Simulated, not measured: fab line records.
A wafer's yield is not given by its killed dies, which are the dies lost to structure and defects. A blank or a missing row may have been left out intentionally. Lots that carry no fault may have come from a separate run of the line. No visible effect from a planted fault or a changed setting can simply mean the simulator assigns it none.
Matching of chambers	flow nandHarc	4 sister chambers for NHARC_A_CONTACT_DESCUM_47 on rieDiel-01
The step chemistry O2, time 3 s. 4 wafers are shown with their chamber, then 12 later ones without.

## WAFERS, EACH WITH ITS CHAMBER
wafer	chamber	drypumpMotorCurrentA (A)
L086.3	1	5.2
L087.2	3	5.5
L087.4	2	5.9
L087.5	0	6.5

## WAFERS MISSING THEIR CHAMBER
wafer	drypumpMotorCurrentA (A)
L088.1	6.5
L088.4	5.8
L088.5	5.8
L091.3	5.9
L091.4	6.5
L091.6	5.9
L093.3	5.5
L093.5	5.5
L093.6	5.9
L095.1	5.9
L095.2	5.5
L095.5	5.5

## WHICH CHAMBER EACH ONE RAN IN
wafer	from the rows above	in truth
L088.1	0	0
L088.4	2	2
L088.5	2	2
L091.3	2	2
L091.4	0	0
L091.6	2	2
L093.3	3	3
L093.5	3	3
L093.6	2	2
L095.1	2	2
L095.2	3	3
L095.5	3	3
12 of 12 placed correctly. Not placeable from these rows: 0. Wrongly placed: 0.
How it was worked out, from the rows above alone: a wafer's distance from a chamber is the root of the sum, over the readings, of the square of ((its reading less the chamber's mean) divided by the reading's scatter). If the next closest chamber is less than 2 further off than the closest, the wafer can't be placed; otherwise it belongs to the closest. Each chamber's mean is taken over the wafers shown for it. The scatter: root of mean squared gap, hidden wafer to nearest shown wafer, with one shown wafer a chamber.
